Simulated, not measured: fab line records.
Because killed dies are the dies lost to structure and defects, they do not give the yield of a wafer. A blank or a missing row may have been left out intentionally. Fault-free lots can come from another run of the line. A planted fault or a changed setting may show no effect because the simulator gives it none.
Lot-split experiment ; flow n5-finfet ; 7 lots, 21 wafers read, on a route of 1938 steps

== THE SPLIT ==
At N5_GATE_CUT_ALD_22 (deposits SiNx, target thk 16 nm, pulse time 1 s, ald cycles 320), the setting ald-cycles was moved away from the recipe's 320 on 4 of the 21 wafers read, by +7.8% to +16.3%. All remaining wafers had this setting at the recipe value.

The reading is taken at the split's own step.

== THE READING ==
SiNx_of_GATE_CUT_ALD_22.thk-nm (the simulator's own value, which no gauge read), in nm, at N5_GATE_CUT_ALD_22 (deposits SiNx, target thk 16 nm, pulse time 1 s, ald cycles 320). There is no usual value for it anywhere in the file. Across the 17 wafers here that went through the recipe, the average is 16.0 nm and the standard deviation 0.083 nm.

wafer;tool, chamber at the split;ald-cycles as run;against the recipe;SiNx_of_GATE_CUT_ALD_22.thk-nm, nm;against lot-mates on the recipe
L074.2;ald-sin-01, 2;368;+15.0%;18.4;+2.4
L074.3;ald-sin-01, 3,0;320;recipe;16;-
L074.5;ald-sin-01, 3,0;320;recipe;16;-
L081.1;ald-sin-03, 3,2,1;320;recipe;16;-
L081.2;ald-sin-03, 3,2,1;320;recipe;16;-
L081.4;ald-sin-03, 3,2,1;320;recipe;16;-
L086.3;ald-sin-02, 0;372;+16.3%;18.6;+2.7
L086.5;ald-sin-02, 3;320;recipe;15.8;-
L086.6;ald-sin-02, 2;320;recipe;16;-
L087.3;ald-sin-02, 1;345;+7.8%;17.4;+1.4
L087.4;ald-sin-02, 3;320;recipe;16;-
L087.5;ald-sin-02, 0;345;+7.8%;17.2;+1.2
L089.3;ald-sin-01, 1,3,3;320;recipe;16;-
L089.4;ald-sin-01, 1,3,3;320;recipe;16;-
L089.6;ald-sin-01, 1,3,3;320;recipe;16;-
L090.2;ald-sin-02, 2;320;recipe;16;-
L090.3;ald-sin-02, 3;320;recipe;15.8;-
L090.6;ald-sin-02, 2;320;recipe;16.2;-
L093.3;ald-sin-01, 1,0,2;320;recipe;16;-
L093.4;ald-sin-01, 1,0,2;320;recipe;16;-
L093.6;ald-sin-01, 1,0,2;320;recipe;16;-
If several chambers appear in one row, that row covers several wafers at once and the file leaves open which wafer was in which chamber.

THE FIT
A straight line over all 21 wafers: SiNx_of_GATE_CUT_ALD_22.thk-nm changes by +0.162 nm for each +1% of ald-cycles; r = +0.99; the points scatter about the line by 0.087 nm.
The same after taking each lot's own level away (the mean of its wafers on the recipe; 21 wafers): +0.164 nm for each +1%; r = +1.00; scatter 0.081 nm.
On that fit, the largest move of ald-cycles shifts the reading by 2.7 nm.
The span of the lots' own levels, 15.90 to 16.00 nm, comes to 1.2 times the standard deviation stated above.
The two slopes agree, so the slope changes little with the lot-to-lot level.
Check: for one of the wafers moved furthest among these (+16.3%), held out of the fit, the line's prediction against its lot-mates is +2.64 nm. Against them it came out at +2.7 nm.

== ADDITIONAL SPLITS CARRIED BY THESE WAFERS ==
Other splits were also applied to these wafers ahead of the reading. Each is held against what the fit with the lots' levels taken away leaves over:
other split on the same wafers;wafers away from the commonest value;r with SiNx_of_GATE_CUT_ALD_22.thk-nm (lot level and that fit taken away)
N5_SD_EPI_P_EXPOSE_06 dose-mj;10;+0.34

== THE FILE'S OWN FIT ==
SiNx_of_GATE_CUT_ALD_22.thk-nm changes by +0.164 nm for each +1% of ald-cycles, r = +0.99.
